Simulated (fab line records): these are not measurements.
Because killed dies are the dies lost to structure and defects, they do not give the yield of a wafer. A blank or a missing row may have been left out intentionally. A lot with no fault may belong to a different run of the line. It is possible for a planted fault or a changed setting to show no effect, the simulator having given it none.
fab line records	flow n5_finfet
record lots=24	wafers=72	last_day=20
route steps=1938 shown BEOL_M10@1504 BEOL_M11@1569
lots untouched by any fault: they come from a run of this same line in which no faults occurred
start_h: hours from the record's first day to the start of the lot's first wafer shown	wait_h: time in hours since the lot's previous step	" as in the row above	L1.1+2: one row covering several wafers at once	- no value, or no start given	* or withheld: withheld	< > ~ a bound
route shown NAME@n: a module of which the file shows steps, and the number in the route of the first	usual: average and standard deviation across the fault-free wafers	same: alike in all rows	chamber/n: place in a boat	sites: each site's reading	_std_site: the standard deviation of these	_edge_site: inner sites' mean taken away from outer sites' mean	radius_mm: for every site, how far away it sits from the centre of the wafer	mask NAME#n: copy n	behind: the tool/chamber that last shaped the wafer	hold: why the lot went on hold/how many hours it stayed there/how the hold came to an end	device: whichever transistor did not switch (one of n, p or np)	end of line: tests of these same wafers at the route's end	a step given without rows: its recipe and nothing more	killed: not the wafer's yield, but the dies lost to structure and defects at the first sort	map: the dies of a wafer, with x for killed, . for not killed, _ for no die there
set.NAME: the setting that was run; set.NAME@STEP: the one run at that earlier step	model.NAME: the simulator's own value behind a step, which no gauge read
one table for each step of the route and one row for each wafer, over a sample of lots
services: the hour from which a tool's chamber was out of use, counted from the record's first day as start_h (under 0 if before that day), plus the number of hours and why
## steps
# step N5_BEOL_M10_INSPECT_30
# recipe mode=adi	inspect_instrument=brightfield
# usual raw_defect_count=408/84
lot.wafer	tool	chamber	start_h	wait_h	raw_defect_count
L075.2	defect_inspect-02	-	238.35	0.0	415
L075.4	"	-	"	"	346
L075.6	"	-	"	"	380
L074.4	defect_inspect-01	-	238.52	0.0	395
L074.5	"	-	"	"	463
L074.6	"	-	"	"	481
L076.1	defect_inspect-01	-	246.77	0.0	501
L076.2	"	-	"	"	584
L076.5	"	-	"	"	375
L079.1	defect_inspect-02	-	250.71	0.0	436
L079.2	"	-	"	"	277
L079.6	"	-	"	"	389
L077.1	defect_inspect-02	-	269.48	0.0	384
L077.3	"	-	"	"	325
L077.5	"	-	"	"	308
L078.2	defect_inspect-02	-	271.66	0.0	359
L078.4	"	-	"	"	415
L078.5	"	-	"	"	412
L081.3	defect_inspect-02	-	281.13	0.0	329
L081.4	"	-	"	"	381
L081.5	"	-	"	"	345
L080.1	defect_inspect-01	-	283.59	0.0	449
L080.3	"	-	"	"	279
L080.6	"	-	"	"	436
L082.2	defect_inspect-01	-	289.55	0.0	389
L082.3	"	-	"	"	460
L082.5	"	-	"	"	351
L083.1	defect_inspect-02	-	289.59	0.0	418
L083.5	"	-	"	"	459
L083.6	"	-	"	"	494
L084.1	defect_inspect-01	-	292.08	0.0	282
L084.3	"	-	"	"	348
L084.6	"	-	"	"	356
L085.1	defect_inspect-02	-	296.55	0.0	487
L085.2	"	-	"	"	373
L085.6	"	-	"	"	399
L086.3	defect_inspect-01	-	314.57	0.0	284
L086.4	"	-	"	"	334
L086.5	"	-	"	"	195
L087.3	defect_inspect-02	-	322.07	0.0	436
L087.5	"	-	"	"	390
L087.6	"	-	"	"	517
L090.2	defect_inspect-01	-	327.29	0.0	314
L090.3	"	-	"	"	484
L090.4	"	-	"	"	412
L088.1	defect_inspect-02	-	327.46	0.0	339
L088.2	"	-	"	"	497
L088.5	"	-	"	"	438
L089.1	defect_inspect-02	-	329.77	0.0	307
L089.3	"	-	"	"	399
L089.4	"	-	"	"	376
L092.2	defect_inspect-02	-	333.88	0.0	447
L092.5	"	-	"	"	504
L092.6	"	-	"	"	556
L091.3	defect_inspect-02	-	337.91	0.0	447
L091.5	"	-	"	"	458
L091.6	"	-	"	"	341
L093.1	defect_inspect-02	-	350.24	0.0	552
L093.4	"	-	"	"	501
L093.5	"	-	"	"	497
L095.2	defect_inspect-02	-	357.13	0.0	328
L095.3	"	-	"	"	411
L095.5	"	-	"	"	521
L094.1	defect_inspect-02	-	357.30	0.0	607
L094.5	"	-	"	"	347
L094.6	"	-	"	"	449
L096.1	defect_inspect-01	-	383.16	0.0	497
L096.3	"	-	"	"	418
L096.5	"	-	"	"	494
L097.1	defect_inspect-01	-	414.72	0.0	400
L097.2	"	-	"	"	571
L097.3	"	-	"	"	406
# step N5_BEOL_M10_DEGAS_44
# recipe ambient=vacuum	temp_c=250	time_s=60
# usual heater_power_w=334/42	susceptor_temp_C=250.00/0.17
lot.wafer	tool	chamber	start_h	wait_h	heater_power_w	susceptor_temp_C
L075.2	pvd_sputter-02	-	239.71	0.4	331	249.86
L075.4	"	-	"	"	396	249.96
L075.6	"	-	"	"	389	250.24
L074.4	pvd_sputter-01	-	239.93	0.2	352	249.65
L074.5	"	-	"	"	337	250.31
L074.6	"	-	"	"	376	249.71
L076.1	pvd_sputter-02	-	247.83	0.3	322	249.93
L076.2	"	-	"	"	332	249.85
L076.5	"	-	"	"	325	250.01
L079.1	pvd_sputter-03	-	253.23	1.7	316	249.87
L079.2	"	-	"	"	309	249.97
L079.6	"	-	"	"	316	249.89
L077.1	pvd_sputter-03	-	270.56	0.3	323	249.77
L077.3	"	-	"	"	379	250.13
L077.5	"	-	"	"	318	250.05
L078.2	pvd_sputter-03	-	273.00	0.5	320	249.94
L078.4	"	-	"	"	387	250.01
L078.5	"	-	"	"	320	250.26
L081.3	pvd_sputter-02	-	282.44	0.4	273	249.88
L081.4	"	-	"	"	392	250.16
L081.5	"	-	"	"	310	249.85
L080.1	pvd_sputter-03	-	285.85	1.5	323	249.84
L080.3	"	-	"	"	321	250.19
L080.6	"	-	"	"	330	250.01
L082.2	pvd_sputter-02	-	290.99	0.6	401	250.07
L082.3	"	-	"	"	319	250.07
L082.5	"	-	"	"	389	250.00
L083.1	pvd_sputter-02	-	291.17	0.3	399	250.03
L083.5	"	-	"	"	387	249.88
L083.6	"	-	"	"	314	249.99
L084.1	pvd_sputter-01	-	294.62	1.7	389	250.00
L084.3	"	-	"	"	348	250.14
L084.6	"	-	"	"	398	250.03
L085.1	pvd_sputter-02	-	297.65	0.3	323	249.78
L085.2	"	-	"	"	272	250.23
L085.6	"	-	"	"	343	249.93
L086.3	pvd_sputter-03	-	315.78	0.3	315	249.87
L086.4	"	-	"	"	321	249.97
L086.5	"	-	"	"	309	250.35
L087.3	pvd_sputter-02	-	323.11	0.2	395	250.06
L087.5	"	-	"	"	319	249.98
L087.6	"	-	"	"	266	249.88
L090.2	pvd_sputter-02	-	329.65	1.3	314	249.63
L090.3	"	-	"	"	397	250.34
L090.4	"	-	"	"	315	249.95
L088.1	pvd_sputter-02	-	329.83	1.4	261	250.02
L088.2	"	-	"	"	400	249.87
L088.5	"	-	"	"	319	249.99
L089.1	pvd_sputter-02	-	331.03	0.3	269	250.09
L089.3	"	-	"	"	315	249.88
L089.4	"	-	"	"	313	249.74
L092.2	pvd_sputter-02	-	335.23	0.4	409	250.07
L092.5	"	-	"	"	320	250.11
L092.6	"	-	"	"	264	250.17
L091.3	pvd_sputter-02	-	339.44	0.2	270	250.31
L091.5	"	-	"	"	258	249.90
L091.6	"	-	"	"	395	249.84
L093.1	pvd_sputter-03	-	351.55	0.5	327	250.29
L093.4	"	-	"	"	309	249.93
L093.5	"	-	"	"	314	250.03
L095.2	pvd_sputter-03	-	358.33	0.4	309	249.98
L095.3	"	-	"	"	387	250.20
L095.5	"	-	"	"	379	250.13
L094.1	pvd_sputter-03	-	358.65	0.4	322	249.80
L094.5	"	-	"	"	322	250.21
L094.6	"	-	"	"	312	249.85
L096.1	pvd_sputter-02	-	384.76	0.8	264	250.13
L096.3	"	-	"	"	322	250.12
L096.5	"	-	"	"	330	250.05
L097.1	pvd_sputter-03	-	416.38	0.3	385	249.95
L097.2	"	-	"	"	312	249.99
L097.3	"	-	"	"	322	249.91
# step N5_BEOL_M10_INSPECT_58
# recipe inspect_instrument=darkfield	mode=post_dep
# usual raw_defect_count=71/25
lot.wafer	tool	chamber	start_h	wait_h	raw_defect_count
L075.2	defect_inspect-02	-	241.35	0.0	65
L075.4	"	-	"	"	53
L075.6	"	-	"	"	56
L074.4	defect_inspect-01	-	241.66	0.0	34
L074.5	"	-	"	"	45
L074.6	"	-	"	"	47
L076.1	defect_inspect-02	-	249.46	0.0	44
L076.2	"	-	"	"	61
L076.5	"	-	"	"	57
L079.1	defect_inspect-01	-	255.34	0.0	51
L079.2	"	-	"	"	84
L079.6	"	-	"	"	66
L077.1	defect_inspect-01	-	272.60	0.0	57
L077.3	"	-	"	"	78
L077.5	"	-	"	"	48
L078.2	defect_inspect-02	-	275.11	0.0	93
L078.4	"	-	"	"	79
L078.5	"	-	"	"	52
L081.3	defect_inspect-02	-	285.48	0.0	57
L081.4	"	-	"	"	67
L081.5	"	-	"	"	39
L080.1	defect_inspect-02	-	287.91	0.0	41
L080.3	"	-	"	"	58
L080.6	"	-	"	"	53
L082.2	defect_inspect-02	-	293.58	0.0	56
L082.3	"	-	"	"	75
L082.5	"	-	"	"	93
L083.1	defect_inspect-02	-	294.07	0.0	106
L083.5	"	-	"	"	98
L083.6	"	-	"	"	84
L084.1	defect_inspect-02	-	297.34	0.0	111
L084.3	"	-	"	"	72
L084.6	"	-	"	"	77
L085.1	defect_inspect-01	-	301.21	0.0	28
L085.2	"	-	"	"	47
L085.6	"	-	"	"	70
L086.3	defect_inspect-02	-	317.83	0.0	45
L086.4	"	-	"	"	58
L086.5	"	-	"	"	64
L087.3	defect_inspect-01	-	326.34	0.0	79
L087.5	"	-	"	"	80
L087.6	"	-	"	"	105
L090.2	defect_inspect-01	-	331.32	0.0	66
L090.3	"	-	"	"	69
L090.4	"	-	"	"	40
L088.1	defect_inspect-01	-	331.68	0.0	40
L088.2	"	-	"	"	84
L088.5	"	-	"	"	63
L089.1	defect_inspect-02	-	332.67	0.0	67
L089.3	"	-	"	"	90
L089.4	"	-	"	"	114
L092.2	defect_inspect-02	-	337.28	0.0	81
L092.5	"	-	"	"	56
L092.6	"	-	"	"	134
L091.3	defect_inspect-01	-	345.21	0.0	77
L091.5	"	-	"	"	58
L091.6	"	-	"	"	75
L093.1	defect_inspect-02	-	353.24	0.0	94
L093.4	"	-	"	"	79
L093.5	"	-	"	"	66
L095.2	defect_inspect-01	-	360.07	0.0	125
L095.3	"	-	"	"	83
L095.5	"	-	"	"	92
L094.1	defect_inspect-02	-	360.96	0.0	49
L094.5	"	-	"	"	85
L094.6	"	-	"	"	68
L096.1	defect_inspect-02	-	387.03	0.0	57
L096.3	"	-	"	"	64
L096.5	"	-	"	"	69
L097.1	defect_inspect-01	-	419.90	0.0	52
L097.2	"	-	"	"	61
L097.3	"	-	"	"	40
# step N5_BEOL_M11_OVL_MEAS_29
# recipe points_per_wafer=44
# usual V10_OVL=0.4/0.69
lot.wafer	tool	chamber	start_h	wait_h	V10_OVL[nm]
L074.4	overlay-02	0	246.21	0.0	0.8
L074.5	"	0	"	"	0.5
L074.6	"	0	"	"	1.4
L075.2	overlay-01	0	247.05	0.0	0.3
L075.4	"	0	"	"	-0.2
L075.6	"	0	"	"	0.5
L076.1	overlay-02	0	254.44	0.0	-1.3
L076.2	"	0	"	"	-0.1
L076.5	"	0	"	"	1.0
L079.1	overlay-01	0	260.94	0.0	-1.2
L079.2	"	0	"	"	-0.5
L079.6	"	0	"	"	0.5
L077.1	overlay-01	0	275.02	0.0	1.0
L077.3	"	0	"	"	0.4
L077.5	"	0	"	"	0.9
L078.2	overlay-01	0	281.10	0.0	1.4
L078.4	"	0	"	"	1.7
L078.5	"	0	"	"	-0.3
L081.3	overlay-02	0	289.40	0.0	0.3
L081.4	"	0	"	"	0.8
L081.5	"	0	"	"	-0.5
L080.1	overlay-01	0	294.49	0.0	-0.6
L080.3	"	0	"	"	0.1
L080.6	"	0	"	"	0.1
L082.2	overlay-02	0	296.87	0.0	0.2
L082.3	"	0	"	"	-0.6
L082.5	"	0	"	"	-0.2
L083.1	overlay-01	0	299.26	0.0	0.5
L083.5	"	0	"	"	0.9
L083.6	"	0	"	"	0.4
L084.1	overlay-02	0	301.78	0.0	1.7
L084.3	"	0	"	"	0.2
L084.6	"	0	"	"	0.4
L085.1	overlay-01	0	304.08	0.0	1.1
L085.2	"	0	"	"	0.1
L085.6	"	0	"	"	0.1
L086.3	overlay-02	0	322.17	0.0	1.2
L086.4	"	0	"	"	0.5
L086.5	"	0	"	"	0.8
L087.3	overlay-01	0	329.80	0.0	0.6
L087.5	"	0	"	"	0.7
L087.6	"	0	"	"	1.7
L090.2	overlay-01	0	333.57	0.0	0.5
L090.3	"	0	"	"	0.1
L090.4	"	0	"	"	-0.2
L088.1	overlay-01	0	337.89	0.0	0.8
L088.2	"	0	"	"	0.7
L088.5	"	0	"	"	2.0
L089.1	overlay-02	0	338.07	0.0	0.4
L089.3	"	0	"	"	0.5
L089.4	"	0	"	"	-0.4
L092.2	overlay-01	0	344.53	0.0	1.2
L092.5	"	0	"	"	0.8
L092.6	"	0	"	"	0.2
L091.3	overlay-01	0	350.34	0.0	0.7
L091.5	"	0	"	"	1.1
L091.6	"	0	"	"	0.9
L093.1	overlay-01	0	357.11	0.0	-0.8
L093.4	"	0	"	"	-0.4
L093.5	"	0	"	"	0.2
L095.2	overlay-01	0	365.04	0.0	1.1
L095.3	"	0	"	"	-0.3
L095.5	"	0	"	"	0.0
L094.1	overlay-01	0	365.21	0.0	1.6
L094.5	"	0	"	"	1.0
L094.6	"	0	"	"	0.6
L096.1	overlay-02	0	391.14	0.0	-0.4
L096.3	"	0	"	"	1.3
L096.5	"	0	"	"	1.2
L097.1	overlay-02	0	425.41	0.0	2.0
L097.2	"	0	"	"	0.4
L097.3	"	0	"	"	1.8
# step N5_BEOL_M11_INSPECT_30
# recipe mode=adi	inspect_instrument=brightfield
# usual raw_defect_count=424/110
lot.wafer	tool	chamber	start_h	wait_h	raw_defect_count
L074.4	defect_inspect-02	-	246.24	0.0	315
L074.5	"	-	"	"	313
L074.6	"	-	"	"	397
L075.2	defect_inspect-02	-	247.08	0.0	343
L075.4	"	-	"	"	458
L075.6	"	-	"	"	389
L076.1	defect_inspect-01	-	254.47	0.0	382
L076.2	"	-	"	"	440
L076.5	"	-	"	"	357
L079.1	defect_inspect-02	-	260.96	0.0	342
L079.2	"	-	"	"	534
L079.6	"	-	"	"	511
L077.1	defect_inspect-02	-	275.05	0.0	528
L077.3	"	-	"	"	460
L077.5	"	-	"	"	573
L078.2	defect_inspect-01	-	281.13	0.0	564
L078.4	"	-	"	"	667
L078.5	"	-	"	"	466
L081.3	defect_inspect-02	-	289.43	0.0	630
L081.4	"	-	"	"	541
L081.5	"	-	"	"	331
L080.1	defect_inspect-01	-	294.52	0.0	398
L080.3	"	-	"	"	489
L080.6	"	-	"	"	231
L082.2	defect_inspect-01	-	296.89	0.0	442
L082.3	"	-	"	"	336
L082.5	"	-	"	"	392
L083.1	defect_inspect-02	-	299.28	0.0	539
L083.5	"	-	"	"	455
L083.6	"	-	"	"	452
L084.1	defect_inspect-02	-	301.81	0.0	416
L084.3	"	-	"	"	447
L084.6	"	-	"	"	400
L085.1	defect_inspect-01	-	304.10	0.0	316
L085.2	"	-	"	"	256
L085.6	"	-	"	"	380
L086.3	defect_inspect-02	-	322.20	0.0	279
L086.4	"	-	"	"	319
L086.5	"	-	"	"	306
L087.3	defect_inspect-01	-	329.82	0.0	474
L087.5	"	-	"	"	338
L087.6	"	-	"	"	434
L090.2	defect_inspect-01	-	333.60	0.0	407
L090.3	"	-	"	"	349
L090.4	"	-	"	"	379
L088.1	defect_inspect-01	-	337.91	0.0	322
L088.2	"	-	"	"	308
L088.5	"	-	"	"	260
L089.1	defect_inspect-01	-	338.10	0.0	428
L089.3	"	-	"	"	369
L089.4	"	-	"	"	518
L092.2	defect_inspect-01	-	344.80	0.3	448
L092.5	"	-	"	"	445
L092.6	"	-	"	"	471
L091.3	defect_inspect-02	-	350.36	0.0	489
L091.5	"	-	"	"	427
L091.6	"	-	"	"	416
L093.1	defect_inspect-01	-	357.14	0.0	453
L093.4	"	-	"	"	393
L093.5	"	-	"	"	362
L095.2	defect_inspect-01	-	365.07	0.0	606
L095.3	"	-	"	"	612
L095.5	"	-	"	"	539
L094.1	defect_inspect-02	-	365.23	0.0	496
L094.5	"	-	"	"	455
L094.6	"	-	"	"	322
L096.1	defect_inspect-01	-	391.16	0.0	296
L096.3	"	-	"	"	215
L096.5	"	-	"	"	286
L097.1	defect_inspect-01	-	425.43	0.0	514
L097.2	"	-	"	"	472
L097.3	"	-	"	"	317
# step N5_BEOL_M11_ETCH_66
# recipe chemistry=N2/H2	target=SOC	target_depth_a=1200	overetch_a=240	mask_material=SiARC	temp_c=40	time_s=180	ion_energy_ev=200	pressure_mtorr=30	source_w=840	bias_w=150	n2_flow_sccm=200	h2_flow_sccm=200
# usual bias_w=150.0/0.44	drypump_motor_current_A=5.7/0.43	oes_product_au=0.61/0.04	rf_vpp_V=523.4/2.8	showerhead_plenum_p_Torr=2.53/0.094	throttle_valve_pct=17.82/0.23
lot.wafer	tool	chamber	start_h	wait_h	bias_w	drypump_motor_current_A	oes_product_au	rf_hours_counter_h	rf_vpp_V	showerhead_plenum_p_Torr	throttle_valve_pct
L074.4	rie_diel-06	0	246.35	0.0	149.7	5.9	0.60	182	527.4	2.65	17.67
L074.5	"	3	"	"	150.4	5.7	0.59	-	527.5	2.63	17.74
L074.6	"	0	"	"	149.8	5.9	0.60	-	527.9	2.65	17.68
L075.2	rie_diel-05	1	247.44	0.0	150.2	6.5	0.71	25	522.0	2.48	17.63
L075.4	"	3	"	"	149.8	6.1	0.60	170	522.5	2.54	17.93
L075.6	"	1	"	"	150.4	6.5	0.71	-	523.4	2.48	17.62
L076.1	rie_diel-03	3	254.99	0.0	150.7	5.1	0.65	112	526.7	2.66	17.86
L076.2	"	2	"	"	149.6	6.1	0.59	188	519.9	2.43	17.52
L076.5	"	3	"	"	150.3	5.1	0.65	-	528.0	2.66	17.87
L079.1	rie_diel-06	1	261.08	0.0	149.6	5.5	0.62	142	518.2	2.35	18.11
L079.2	"	2	"	"	149.8	6.1	0.61	132	523.5	2.56	18.14
L079.6	"	0	"	"	150.2	5.9	0.59	-	526.9	2.65	17.67
L077.1	rie_diel-06	3	275.17	0.0	150.9	5.7	0.60	183	526.5	2.62	17.77
L077.3	"	2	"	"	150.4	6.1	0.61	136	524.4	2.56	18.17
L077.5	"	1	"	"	150.2	5.5	0.63	-	518.2	2.35	18.10
L078.2	rie_diel-06	1	281.62	0.0	149.8	5.5	0.62	148	517.1	2.35	18.09
L078.4	"	3	"	"	149.4	5.7	0.59	184	525.2	2.62	17.75
L078.5	"	1	"	"	149.7	5.6	0.62	-	516.2	2.35	18.12
L081.3	rie_diel-06	0	289.54	0.0	149.0	5.9	0.60	194	527.9	2.64	17.68
L081.4	"	3	"	"	150.4	5.7	0.59	186	526.4	2.62	17.77
L081.5	"	2	"	"	150.0	6.0	0.62	-	524.1	2.55	18.17
L080.1	rie_diel-03	2	294.64	0.0	150.1	6.1	0.58	200	519.6	2.42	17.54
L080.3	"	0	"	"	149.3	5.5	0.59	201	523.7	2.53	17.74
L080.6	"	1	"	"	150.2	5.4	0.67	-	521.9	2.45	17.42
L082.2	rie_diel-03	2	297.01	0.0	150.9	6.1	0.58	201	519.6	2.42	17.54
L082.3	"	0	"	"	151.1	5.5	0.59	202	523.2	2.53	17.73
L082.5	"	2	"	"	149.9	6.1	0.58	-	521.1	2.42	17.53
L083.1	rie_diel-03	1	299.40	0.0	150.1	5.4	0.67	76	521.4	2.45	17.43
L083.5	"	2	"	"	149.9	6.1	0.59	-	520.2	2.42	17.55
L083.6	"	1	"	"	150.7	5.4	0.66	-	521.4	2.45	17.44
L084.1	rie_diel-06	0	301.93	0.0	150.2	5.9	0.59	198	526.2	2.64	17.70
L084.3	"	2	"	"	150.2	6.0	0.61	144	523.8	2.55	18.17
L084.6	"	3	"	"	150.2	5.7	0.59	-	525.1	2.62	17.75
L085.1	rie_diel-05	1	304.40	0.0	149.8	6.5	0.68	41	521.7	2.48	17.66
L085.2	"	2	"	"	150.5	4.8	0.67	87	524.0	2.57	17.61
L085.6	"	0	"	"	149.9	5.6	0.57	-	523.9	2.50	17.99
L086.3	rie_diel-06	3	322.32	0.0	150.3	5.7	0.58	193	526.5	2.62	17.77
L086.4	"	1	"	"	150.0	5.5	0.61	161	517.2	2.35	18.13
L086.5	"	0	"	"	149.4	5.9	0.59	-	526.2	2.64	17.73
L087.3	rie_diel-03	0	330.29	0.0	149.9	5.5	0.58	213	522.6	2.52	17.76
L087.5	"	0	"	"	149.6	5.5	0.58	-	524.7	2.52	17.74
L087.6	"	1	"	"	150.2	5.4	0.66	-	522.6	2.44	17.45
L090.2	rie_diel-05	3	333.72	0.0	151.0	6.1	0.59	196	522.9	2.53	17.96
L090.3	"	1	"	"	150.4	6.5	0.68	50	522.7	2.47	17.64
L090.4	"	0	"	"	149.9	5.6	0.56	249	522.4	2.50	18.01
L088.1	rie_diel-05	1	338.03	0.0	149.8	6.5	0.68	52	521.5	2.47	17.66
L088.2	"	3	"	"	150.1	6.1	0.60	198	523.0	2.53	17.97
L088.5	"	1	"	"	149.8	6.5	0.68	-	519.9	2.47	17.65
L089.1	rie_diel-06	2	338.22	0.0	149.5	6.0	0.60	155	524.9	2.55	18.19
L089.3	"	0	"	"	149.4	5.9	0.58	209	524.3	2.64	17.72
L089.4	"	0	"	"	150.8	5.9	0.58	-	525.5	2.64	17.72
L092.2	rie_diel-05	3	344.97	0.0	149.9	6.1	0.60	200	523.1	2.53	17.97
L092.5	"	3	"	"	150.3	6.1	0.59	-	524.3	2.53	17.98
L092.6	"	1	"	"	149.6	6.5	0.67	-	521.2	2.47	17.65
L091.3	rie_diel-05	1	350.60	0.0	149.4	6.5	0.67	55	521.6	2.47	17.67
L091.5	"	2	"	"	149.1	4.8	0.65	-	524.1	2.56	17.61
L091.6	"	3	"	"	149.7	6.1	0.59	-	523.4	2.53	17.96
L093.1	rie_diel-06	0	357.26	0.0	150.1	5.9	0.57	214	525.9	2.63	17.73
L093.4	"	1	"	"	150.4	5.5	0.61	168	518.1	2.34	18.14
L093.5	"	3	"	"	150.1	5.7	0.57	-	527.4	2.61	17.79
L095.2	rie_diel-03	1	365.18	0.0	150.2	5.4	0.65	94	523.1	2.44	17.45
L095.3	"	2	"	"	150.2	6.1	0.57	222	519.6	2.41	17.59
L095.5	"	3	"	"	150.6	5.1	0.63	-	527.1	2.65	17.92
L094.1	rie_diel-05	0	365.36	0.0	149.4	5.6	0.76	5	522.7	2.49	17.60
L094.5	"	1	"	"	150.4	6.5	0.68	-	521.9	2.47	17.66
L094.6	"	2	"	"	149.9	4.9	0.65	-	524.7	2.56	17.65
L096.1	rie_diel-06	1	391.28	0.0	150.1	5.5	0.60	178	517.9	2.34	18.14
L096.3	"	3	"	"	150.7	5.7	0.57	214	526.5	2.61	17.80
L096.5	"	2	"	"	149.9	6.0	0.59	-	523.1	2.54	18.22
L097.1	rie_diel-06	2	425.81	0.0	149.7	6.0	0.59	179	523.2	2.54	18.24
L097.2	"	3	"	"	149.9	5.7	0.57	220	525.3	2.61	17.83
L097.3	"	0	"	"	149.8	5.9	0.57	232	524.7	2.62	17.76
## services
tool	chamber	start_h	hours	kind
rie_diel-03	2	225.59	2.0	repair
rie_diel-05	0	241.22	3.8	repair
rie_diel-06	3	291.19	8.3	repair
pvd_sputter-02	-	301.83	7.9	repair
rie_diel-05	0	320.99	2.0	repair
rie_diel-06	1	332.37	8.2	repair
rie_diel-05	0	334.81	-	clean
rie_diel-05	0	334.81	-	consumable_replace:focus_ring
rie_diel-05	0	334.81	13.4	scheduled_down
rie_diel-05	0	334.81	13.4	vent_cycle
rie_diel-03	1	353.01	10.2	repair
rie_diel-03	2	354.84	6.4	repair
pvd_sputter-02	-	394.40	1.9	repair
pvd_sputter-01	-	397.65	1.0	repair
rie_diel-05	3	398.86	1.8	repair
rie_diel-06	3	407.97	4.8	repair
## key
fault none
